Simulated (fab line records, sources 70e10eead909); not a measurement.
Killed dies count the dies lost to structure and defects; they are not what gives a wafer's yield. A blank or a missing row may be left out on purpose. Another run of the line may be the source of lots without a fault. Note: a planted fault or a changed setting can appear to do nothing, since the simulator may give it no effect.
The tool behind it: which one?    flow nand harc    39 wafers from 13 lots sampled at 6 of the route's 1159 steps

## WHAT THE GAUGES READ, wafer by wafer
NHARC_P_ZERO_WELL_CD_MEAS_37: target cd 720 nm. Usual: cd nm at 720.3 nm, with a standard deviation of 1.3.
lot   measured     on         cd nm (nm)         flag
L589  day 1 16:32  cd sem-02  719.0 720.2 720.5  
L591  day 2 04:14  cd sem-01  721.3 718.1 719.1  
L592  day 2 10:10  cd sem-02  721.1 719.5 719.1  
L593  day 2 16:17  cd sem-02  721.6 721.1 722.5  
L594  day 2 22:10  cd sem-01  718.4 719.4 718.8  
L597  day 3 16:15  cd sem-02  - - -              OFF
L598  day 3 22:16  cd sem-01  720.4 721.3 719.9  
L607  day 6 04:01  cd sem-03  719.9 721.4 720.8  
L608  day 6 10:10  cd sem-01  719.2 719.3 718.8  
L609  day 6 16:28  cd sem-03  723.1 722.4 722.4  
L610  day 6 22:04  cd sem-02  722.7 720.1 720.1  
L611  day 7 04:39  cd sem-01  721.2 720.2 719.4  
L612  day 7 10:10  cd sem-03  718.0 720.1 720.1  

NHARC_P_GATE_CD_MEAS_11: target cd 1640 nm. Usual: cd nm at 1640.2 nm, with a standard deviation of 1.4.
lot   measured     on         cd nm (nm)            flag
L589  day 3 22:31  cd sem-03  1638.9 1639.1 1638.2  
L591  day 4 10:30  cd sem-02  1640.4 1641.6 1638.8  
L592  day 4 23:23  cd sem-03  1639.7 1639.8 1640.8  
L593  day 4 23:34  cd sem-02  1638.7 1640.9 1637.3  
L594  day 5 10:31  cd sem-02  1639.2 1643.1 1641.1  
L598  day 6 04:23  cd sem-03  1640.6 1641.8 1640.3  
L607  day 8 19:59  cd sem-03  1639.1 1636.7 1637.6  
L608  day 8 19:44  cd sem-02  1641.3 1639.9 1640.3  
L609  day 8 19:47  cd sem-01  1640.3 1642.0 1640.9  
L610  day 9 12:17  cd sem-03  1641.9 1641.3 1640.7  
L611  day 9 12:27  cd sem-03  1640.3 1636.9 1640.5  
L612  day 9 19:30  cd sem-02  1638.4 1637.6 1639.3  

NHARC_END_SORT_01. Usual: killed at array 29, standard deviation 11; killed at other 0.6, standard deviation 0.92; killed at periphery 3.2, standard deviation 2; killed dies 33, standard deviation 11; killed open 3.2, standard deviation 2; killed short 1.9, standard deviation 1.5.
lot   measured      on         killed at array  killed at other  killed at periphery  killed dies  killed open  killed short  flag
L597  day 21 14:29  prober-01  46 58 43         1 2 0            630 617 634          677 677 677  4 10 5       4 3 1         OFF

## EACH LOT AND THE TOOL THAT RAN IT (in order: tool; ch and the chambers of the sampled wafers; start)
lot   NHARC_P_ZERO_WELL_EXPOSE_34       NHARC_P_GATE_DESCUM_48              NHARC_P_GATE_STRIP_76
L589  krf scanner-01 ch 0, day 1 16:23  rie diel-12 ch 0,2,3, day 5 00:17   plasma asher-01 ch 0,1, day 5 02:48
L591  krf scanner-03 ch 0, day 2 04:05  rie diel-11 ch 0,2,3, day 5 15:22   plasma asher-01 ch 0, day 5 17:46
L592  krf scanner-03 ch 0, day 2 10:00  rie diel-02 ch 1,2,3, day 6 04:47   plasma asher-01 ch 0,1, day 6 07:02
L593  krf scanner-01 ch 0, day 2 16:08  rie diel-02 ch 0,2,3, day 6 04:19   plasma asher-02 ch 0,1, day 6 06:52
L594  krf scanner-03 ch 0, day 2 22:00  rie diel-02 ch 0,1,2, day 6 15:41   plasma asher-01 ch 0,1, day 6 18:04
L597  krf scanner-03 ch 0, day 3 16:06  -                                   -
L598  krf scanner-01 ch 0, day 3 22:07  rie diel-11 ch 0,1,3, day 7 07:56   plasma asher-01 ch 0,1, day 7 10:22
L607  krf scanner-01 ch 0, day 6 03:52  rie diel-02 ch 2,3, day 10 03:36    plasma asher-02 ch 0,1, day 10 05:59
L608  krf scanner-01 ch 0, day 6 10:01  rie diel-12 ch 1,3, day 9 21:23     plasma asher-02 ch 0, day 9 23:55
L609  krf scanner-03 ch 0, day 6 16:19  rie diel-02 ch 0,1, day 9 22:10     plasma asher-02 ch 0,1, day 10 00:36
L610  krf scanner-04 ch 0, day 6 21:55  rie diel-12 ch 0,2,3, day 10 14:13  plasma asher-01 ch 0,1, day 10 17:08
L611  krf scanner-01 ch 0, day 7 04:29  rie diel-02 ch 0,2,3, day 10 13:56  plasma asher-02 ch 0,1, day 10 16:35
L612  krf scanner-01 ch 0, day 7 10:01  rie diel-02 ch 1,2, day 10 21:32    plasma asher-01 ch 0,1, day 10 23:58
- NHARC_P_ZERO_WELL_EXPOSE_34: exposes mask P PWELL, target cd 720 nm.
- NHARC_P_GATE_DESCUM_48: chemistry O2, time 3 s.
- NHARC_P_GATE_STRIP_76: strips in O2.

## WHAT THE TOOLS THEMSELVES READ (means of the sampled wafers that have a number; where no wafer has one, the mark that the record gives instead)
NHARC_P_GATE_DESCUM_48. Usual: drypump motor current A 5.6 A, standard deviation 0.48; oes product au 1.000 a.u., standard deviation 0.0087; rf vpp V 57.8 V, standard deviation 1; showerhead plenum p Torr 1.93 Torr, standard deviation 0.091; throttle valve pct 11.311 %, standard deviation 0.0094.
lot   tool         drypump motor current A (A)  oes product au (a.u.)  rf vpp V (V)  showerhead plenum p Torr (Torr)  throttle valve pct (%)  flag
L589  rie diel-12  5.8                          0.989                  57.4          1.96                             11.313                  
L591  rie diel-11  5.3                          1.016                  57.5          1.97                             11.310                  
L592  rie diel-02  5.4                          1.009                  58.3          1.93                             11.305                  
L593  rie diel-02  5.9                          1.003                  57.8          1.95                             11.316                  
L594  rie diel-02  5.6                          0.994                  57.2          1.94                             11.318                  
L598  rie diel-11  5.8                          1.007                  57.5          1.90                             11.307                  
L607  rie diel-02  5.7                          0.999                  57.6          1.93                             11.307                  
L608  rie diel-12  5.6                          0.986                  57.9          1.94                             11.311                  
L609  rie diel-02  5.4                          1.003                  57.4          1.98                             11.318                  
L610  rie diel-12  5.8                          0.995                  57.7          1.94                             11.318                  
L611  rie diel-02  5.9                          1.000                  58.0          1.94                             11.311                  
L612  rie diel-02  5.3                          0.999                  58.4          1.85                             11.317                  

NHARC_P_GATE_STRIP_76. Usual: drypump motor current A 5.3 A, standard deviation 0.37; heater power w 316 W, standard deviation 21.
lot   tool             drypump motor current A (A)  heater power w (W)  flag
L589  plasma asher-01  5.4                          312                 
L591  plasma asher-01  5.6                          332                 
L592  plasma asher-01  5.2                          298                 
L593  plasma asher-02  5.5                          340                 
L594  plasma asher-01  5.1                          297                 
L598  plasma asher-01  5.2                          299                 
L607  plasma asher-02  5.6                          321                 
L608  plasma asher-02  5.9                          332                 
L609  plasma asher-02  5.3                          316                 
L610  plasma asher-01  5.4                          318                 
L611  plasma asher-02  5.3                          319                 
L612  plasma asher-01  5.4                          316                 

## THE ANSWER, worked out from the rows above alone
Rule: lot off if the mean of its wafers having a number is beyond 3 standard deviations from the usual mean. Also off: a lot with no number at a reading for which 4 or more lots have one. Where the step has rows for the other lots, those lots are counted as sound. First the gauges in route order, then the tools' own readings, where a lot's mean is used as printed above. The first step at which some lot is off is used, and at that step the reading that is off furthest; a lot without a number counts as furthest.
Off at NHARC_P_ZERO_WELL_CD_MEAS_37 (cd nm): L597. Without a number there: L597.
If a tool, at a process step before that reading, ran all the lots that are off and no sound lot after the first of them, it fits. The gauges at NHARC_P_ZERO_WELL_CD_MEAS_37 aren't tried: what is off there is off at NHARC_END_SORT_01 too, on other tools, and a gauge's error can't cause that. None of those tried fits.

## WHAT WAS PUT IN BY THE SIMULATOR
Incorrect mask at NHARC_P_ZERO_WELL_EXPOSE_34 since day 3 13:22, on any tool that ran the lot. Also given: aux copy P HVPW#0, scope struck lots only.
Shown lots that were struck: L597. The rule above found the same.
